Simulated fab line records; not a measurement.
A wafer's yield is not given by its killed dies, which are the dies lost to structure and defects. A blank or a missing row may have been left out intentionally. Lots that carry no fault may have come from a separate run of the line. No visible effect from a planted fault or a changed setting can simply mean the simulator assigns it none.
fab line records	flow nand-harc
record lots=12	wafers=36	last-day=33
route steps=1302 shown A_STAIRCASE@885 A_SGD_CUT@907 A_SLIT@928
lots that met no fault: from a run of the same line without faults
start-h: hours from the record's first day to the start of the lot's first wafer shown	wait-h: hours since the lot's step before	" repeats the value in the row above	L1.1+2: a single row standing in for several wafers	- no value present, or no start provided	* or withheld: withheld	< > ~ a bound
route shown NAME@n: names a module that has steps shown in the file, with the first one's number in the route	usual: average and standard deviation across the fault-free wafers	same: alike in all rows	chamber/n: place in a boat	sites: readings site by site	_std_site: their standard deviation	_edge_site: inner sites' mean taken away from outer sites' mean	radius-mm: for every site, how far away it sits from the centre of the wafer	mask NAME#n: copy n	behind: the most recent tool/chamber to have shaped the wafer	hold: why the lot was held/for how many hours/how that ended	device: names the non-switching transistor (n, p or np)	end of line: the tests these same wafers got at the end of their route	where a step has no rows: the recipe by itself	killed: dies that structure and defects cost at the first sort, which is not the same as the wafer's yield	map: the dies of a wafer, with x for killed, . for not killed, _ for no die there
set.NAME: the setting the step ran with; set.NAME@STEP: the setting that earlier step ran with	model.NAME: the simulator's own value behind a step, which no gauge read
a sample of lots followed through the steps of the route, with each step as a table and each wafer as a row
services: from which hour (start-h, from the record's first day; less than 0 if before it) a tool's chamber was out of use, for how many hours, and why
## steps
# step NHARC_A_STAIRCASE_DEP_471
# recipe target-thk-a=1000	temp-c=400	pressure-torr=6.5	rf-w=900	teos-flow-sccm=161.4	flow-sccm=2650	target-thk-nm=100	gas=O2	material=SiO2
# usual heater-power-w=521/93	throttle-valve-pct=16.0/0.77
lot.wafer	tool	chamber	start-h	wait-h	heater-power-w	throttle-valve-pct
L504.1	pecvd-02	2	426.75	-	408	15.0
L504.5	"	1	"	"	580	16.8
L504.6	"	2	"	"	409	15.1
L505.3	pecvd-04	1	447.14	-	722	16.2
L505.4	"	0	"	"	518	15.8
L505.6	"	0	"	"	520	15.7
L508.2	pecvd-02	0	458.10	-	621	15.5
L508.1	"	2	"	"	514	14.5
L508.6	"	1	"	"	498	16.8
L509.2	pecvd-03	1	471.32	-	457	16.5
L509.3	"	0	"	"	472	17.1
L509.6	"	2	"	"	483	14.6
L517.1	pecvd-04	1	563.79	-	731	15.8
L517.4	"	2	"	"	422	16.0
L517.6	"	0	"	"	570	15.9
L518.3	pecvd-04	0	578.61	-	531	15.3
L518.2	"	1	"	"	717	15.8
L518.1	"	2	"	"	419	15.7
L519.3	pecvd-02	2	578.88	-	476	15.3
L519.5	"	2	"	"	484	14.9
L519.6	"	1	"	"	581	17.0
L521.3	pecvd-04	1	592.62	-	600	15.8
L521.1	"	0	"	"	549	15.5
L521.5	"	1	"	"	621	15.6
L520.3	pecvd-03	0	600.16	-	402	16.7
L520.6	"	1	"	"	384	16.3
L520.4	"	0	"	"	402	17.1
L523.3	pecvd-04	1	629.02	-	648	15.8
L523.4	"	2	"	"	510	16.1
L523.5	"	0	"	"	565	15.6
L527.3	pecvd-02	2	657.53	-	479	15.0
L527.5	"	1	"	"	457	16.7
L527.4	"	0	"	"	710	15.7
L525.5	pecvd-03	0	658.79	-	381	17.0
L525.4	"	1	"	"	463	16.3
L525.6	"	2	"	"	551	15.2
# step NHARC_A_SGD_CUT_ETCH_15
# recipe target-depth-a=750	time-s=64.3	ch3f-flow-sccm=50	o2-flow-sccm=30	ar-flow-sccm=200	rf-w=500	bias-w=100	chemistry=CH3F/O2
# usual ch3f-flow-sccm=50.02/0.14	chamber-pressure-mTorr=24.999/0.025	drypump-motor-current-A=5.8/0.45	oes-product-au=0.961/0.019	rf-vpp-V=264.7/1.5	showerhead-plenum-p-Torr=2.51/0.086	throttle-valve-pct=20.662/0.0084
lot.wafer	tool	chamber	start-h	wait-h	ch3f-flow-sccm	chamber-pressure-mTorr	drypump-motor-current-A	oes-product-au	rf-hours-counter-h	rf-vpp-V	showerhead-plenum-p-Torr	throttle-valve-pct
L504.1	rie-diel-04	0	-	-	50.08	25.016	5.1	0.966	4	267.0	2.61	20.660
L504.6	"	2	"	"	50.11	25.043	5.3	0.985	-	265.3	2.60	20.646
L504.5	"	3	"	"	50.06	24.972	6.1	1.004	-	264.5	2.42	20.668
L505.4	rie-diel-05	2	-	-	49.95	24.990	5.4	0.962	2	266.6	2.54	20.666
L505.3	"	1	"	"	49.86	25.003	6.3	0.950	2	264.3	2.50	20.672
L505.6	"	2	"	"	50.06	24.989	5.5	0.962	-	265.4	2.54	20.680
L508.1	rie-diel-06	2	-	-	50.14	24.995	6.2	0.983	12	263.4	2.58	20.668
L508.2	"	1	"	"	50.32	24.989	5.7	0.983	12	265.7	2.59	20.675
L508.6	"	3	"	"	50.05	25.010	5.3	0.968	-	264.5	2.58	20.665
L509.2	rie-diel-05	2	-	-	49.87	24.956	5.4	0.971	3	265.4	2.54	20.657
L509.3	"	0	"	"	49.99	25.009	5.4	0.971	3	262.8	2.41	20.664
L509.6	"	3	"	"	50.08	24.995	5.3	0.971	-	260.6	2.40	20.660
L517.1	rie-diel-06	3	-	-	49.93	25.036	5.3	0.965	7	265.8	2.58	20.680
L517.4	"	1	"	"	49.89	25.024	5.7	0.974	8	267.4	2.59	20.667
L517.6	"	3	"	"	50.05	24.936	5.3	0.969	-	265.9	2.58	20.657
L518.2	rie-diel-04	1	-	-	50.19	24.996	6.2	0.971	2	265.6	2.57	20.678
L518.3	"	2	"	"	49.84	24.994	5.4	0.986	2	266.9	2.60	20.663
L518.1	"	3	"	"	49.84	25.007	6.1	0.957	3	263.4	2.42	20.660
L519.3	rie-diel-06	2	-	-	49.90	24.996	6.2	0.970	9	263.1	2.58	20.667
L519.6	"	1	"	"	49.94	25.053	5.8	0.951	-	266.2	2.59	20.661
L519.5	"	2	"	"	49.89	24.995	6.1	0.969	-	266.4	2.58	20.661
L521.1	rie-diel-04	0	-	-	50.05	24.993	5.1	0.961	3	265.3	2.61	20.673
L521.3	"	1	"	"	49.94	24.932	6.2	0.928	3	265.8	2.57	20.652
L521.5	"	3	"	"	50.12	25.035	6.1	0.967	-	262.7	2.42	20.664
L520.4	rie-diel-04	1	-	-	50.21	25.066	6.2	0.959	3	264.4	2.57	20.643
L520.3	"	2	"	"	49.96	25.052	5.4	0.956	4	265.1	2.60	20.665
L520.6	"	1	"	"	50.24	25.028	6.2	0.948	-	265.8	2.57	20.659
L523.4	rie-diel-05	1	-	-	50.19	24.990	6.3	0.977	1	264.3	2.50	20.652
L523.3	"	2	"	"	49.87	24.987	5.5	0.929	1	263.9	2.54	20.662
L523.5	"	0	"	"	49.89	25.007	5.5	0.956	-	264.3	2.41	20.675
L527.3	rie-diel-05	1	-	-	49.97	24.982	6.3	0.968	3	263.7	2.50	20.655
L527.4	"	2	"	"	50.15	24.987	5.5	0.967	-	265.2	2.54	20.665
L527.5	"	3	"	"	50.02	24.957	5.4	0.957	-	263.1	2.39	20.667
L525.6	rie-diel-05	1	-	-	49.95	24.956	6.3	0.947	-	264.9	2.50	20.680
L525.4	"	2	"	"	50.26	24.998	5.5	0.948	-	266.2	2.54	20.671
L525.5	"	3	"	"	50.19	25.012	5.3	0.944	-	263.2	2.39	20.675
# step NHARC_A_SLIT_SOFTBAKE_04
# recipe temp-c=105	time-s=55
# usual heater-power-total-W=188.45/0.13
lot.wafer	tool	chamber	start-h	wait-h	heater-power-total-W
L504.1	litho-track-01	0	445	-	188.49
L504.5	"	0	"	"	188.30
L504.6	"	0	"	"	188.35
L505.3	litho-track-01	0	460	-	188.30
L505.4	"	0	"	"	188.38
L505.6	"	0	"	"	188.46
L508.1	litho-track-01	0	473	-	200.77
L508.2	"	0	"	"	201.01
L508.6	"	0	"	"	188.43
L509.2	litho-track-01	0	484	-	200.90
L509.3	"	0	"	"	188.32
L509.6	"	0	"	"	188.35
L517.1	litho-track-04	0	577	-	188.43
L517.4	"	0	"	"	188.46
L517.6	"	0	"	"	188.50
L518.1	litho-track-04	0	591	-	188.40
L518.2	"	0	"	"	188.31
L518.3	"	0	"	"	188.57
L519.3	litho-track-01	0	591	-	188.44
L519.5	"	0	"	"	188.33
L519.6	"	0	"	"	188.28
L521.1	litho-track-04	0	605	-	188.66
L521.3	"	0	"	"	188.47
L521.5	"	0	"	"	188.27
L520.3	litho-track-01	0	614	-	188.42
L520.4	"	0	"	"	188.46
L520.6	"	0	"	"	188.45
L523.3	litho-track-06	0	645	-	188.50
L523.4	"	0	"	"	188.40
L523.5	"	0	"	"	188.42
L527.3	litho-track-04	0	672	-	188.68
L527.4	"	0	"	"	188.35
L527.5	"	0	"	"	188.38
L525.4	litho-track-04	0	675	-	188.76
L525.5	"	0	"	"	188.47
L525.6	"	0	"	"	188.74
# step NHARC_A_SLIT_ETCH_15
# recipe target-depth-a=62000	over-etch-frac=0.3	time-s=1612	ion-energy-ev=150	o2-flow-sccm=400	cos-flow-sccm=20	ar-flow-sccm=0	rf-w=500	bias-w=300	chemistry=O2/COS
# usual chamber-pressure-mTorr=19.997/0.019	drypump-motor-current-A=5.7/0.37	oes-product-au=0.998/0.0093	rf-vpp-V=313.5/1.7	showerhead-plenum-p-Torr=3.07/0.11	throttle-valve-pct=28.330/0.0098
lot.wafer	tool	chamber	start-h	wait-h	chamber-pressure-mTorr	drypump-motor-current-A	oes-product-au	rf-hours-counter-h	rf-vpp-V	showerhead-plenum-p-Torr	throttle-valve-pct
L504.1	rie-diel-07	3	-	-	20.013	6.4	1.000	8.1	313.2	2.99	28.340
L504.5	"	2	"	"	20.004	6.0	0.995	-	316.1	3.20	28.340
L504.6	"	3	"	"	20.003	6.4	0.999	-	311.9	2.99	28.329
L505.4	rie-diel-07	1	-	-	19.969	5.6	0.999	10.6	310.7	3.00	28.328
L505.3	"	3	"	"	20.020	6.4	0.999	9.7	312.7	2.99	28.333
L505.6	"	0	"	"	20.003	5.1	1.006	-	315.0	3.33	28.311
L508.2	rie-diel-02	1	-	-	20.022	6.0	1.004	3.9	312.3	2.95	28.339
L508.1	"	0	"	"	19.980	5.7	0.999	4.1	312.5	3.02	28.348
L508.6	"	2	"	"	20.007	6.1	0.996	-	312.4	2.95	28.336
L509.2	rie-diel-01	1	-	-	19.965	5.3	1.007	4.6	311.0	3.02	28.333
L509.3	"	0	"	"	20.013	6.0	0.988	5.6	314.5	3.12	28.322
L509.6	"	1	"	"	20.033	5.3	0.998	-	312.3	3.02	28.318
L517.4	rie-diel-07	2	-	-	19.982	6.0	0.992	3.8	316.2	3.20	28.340
L517.1	"	3	"	"	20.005	6.4	1.002	3.8	312.6	2.98	28.326
L517.6	"	2	"	"	19.995	6.0	0.996	-	316.0	3.20	28.350
L518.2	rie-diel-01	1	-	-	19.968	5.4	0.993	1.9	312.2	3.02	28.322
L518.3	"	2	"	"	20.002	5.3	0.992	2.1	315.5	3.12	28.310
L518.1	"	3	"	"	19.991	5.7	0.991	2.1	313.4	3.04	28.337
L519.3	rie-diel-07	1	-	-	19.983	5.6	1.000	5.0	311.7	2.99	28.323
L519.6	"	1	"	"	19.972	5.6	1.013	-	312.9	2.99	28.353
L519.5	"	2	"	"	20.023	6.0	0.996	-	315.8	3.20	28.323
L521.3	rie-diel-07	1	-	-	19.997	5.6	1.014	6.1	311.2	2.99	28.334
L521.1	"	2	"	"	20.000	6.0	0.998	6.0	314.0	3.20	28.337
L521.5	"	1	"	"	19.973	5.6	1.015	-	311.1	2.99	28.333
L520.3	rie-diel-01	1	-	-	19.990	5.4	0.999	3.2	313.0	3.02	28.318
L520.4	"	2	"	"	19.988	5.3	0.985	3.1	314.6	3.12	28.332
L520.6	"	0	"	"	19.982	6.0	0.998	-	314.5	3.12	28.339
L523.3	rie-diel-01	3	-	-	20.010	5.7	0.981	5.0	312.3	3.03	28.347
L523.4	"	1	"	"	19.972	5.3	1.002	5.6	312.9	3.02	28.337
L523.5	"	2	"	"	20.002	5.3	0.979	-	313.6	3.12	28.332
L527.4	rie-diel-02	2	-	-	20.028	6.0	1.005	4.5	310.7	2.95	28.338
L527.3	"	0	"	"	19.967	5.6	1.018	4.6	311.3	3.01	28.337
L527.5	"	2	"	"	20.003	6.1	1.002	-	311.9	2.95	28.336
L525.4	rie-diel-07	2	-	-	19.994	6.0	1.010	0.9	316.2	3.20	28.343
L525.5	"	1	"	"	20.000	5.6	1.016	-	312.5	2.99	28.330
L525.6	"	2	"	"	19.991	6.0	1.005	-	313.9	3.20	28.312
## services
tool	chamber	start-h	hours	kind
rie-diel-05	-	406.60	9.0	pm
pecvd-02	-	408.29	13.0	pm
rie-diel-07	1	418.85	2.8	repair
rie-diel-05	-	422.92	0.5	repair
pecvd-04	2	445.47	17.1	repair
pecvd-04	-	450.00	13.0	pm
rie-diel-04	-	470.88	1.2	repair
rie-diel-07	-	471.20	9.0	pm
pecvd-02	0	486.27	6.3	repair
rie-diel-04	2	499.89	12.8	repair
rie-diel-04	3	500.92	15.8	repair
litho-track-01	-	505.00	7.0	pm
pecvd-04	1	506.90	3.7	repair
rie-diel-07	1	541.29	1.2	repair
rie-diel-05	1	545.71	4.2	repair
rie-diel-05	1	552.08	10.0	repair
litho-track-04	-	553.00	7.0	pm
rie-diel-05	0	572.87	14.0	repair
rie-diel-05	-	583.60	9.0	pm
rie-diel-07	3	585.70	4.5	repair
rie-diel-05	2	617.42	7.7	repair
pecvd-04	-	631.00	13.0	pm
rie-diel-07	-	648.20	9.0	pm
rie-diel-05	0	656.66	4.6	repair
## key
first-sign step=NHARC_A_SLIT_SOFTBAKE_04	reading=heater-power-total-W	direction=up	sigmas=95	usual=*	struck=*
effect none on later readings
met-at NHARC_A_SLIT_SOFTBAKE_04
struck-lots L508,L509
struck-wafers L508.1,L508.2,L509.2
tester-left-out L508,L509
not-acting-at NHARC_A_STAIRCASE_DEP_471,NHARC_A_SGD_CUT_ETCH_15,NHARC_A_SLIT_ETCH_15
onset-between 460 473
fault kind=process-parameter-drift	tool=litho-track-01	chamber=-	onset-h=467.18	steps=NHARC_A_SLIT_SOFTBAKE_04	channel=time-s	offset=*	shape=step	end-h=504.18	scope=struck-wafers-only	acts-in=*	stated=*
# tester-left-out: of these lots the tester's yield and bins aren't shown, on N5 and GAA mostly nor the transistor test; their killed dies are dies lost to structure and defects alone, not to doping, threshold or leakage, so they don't give the yield
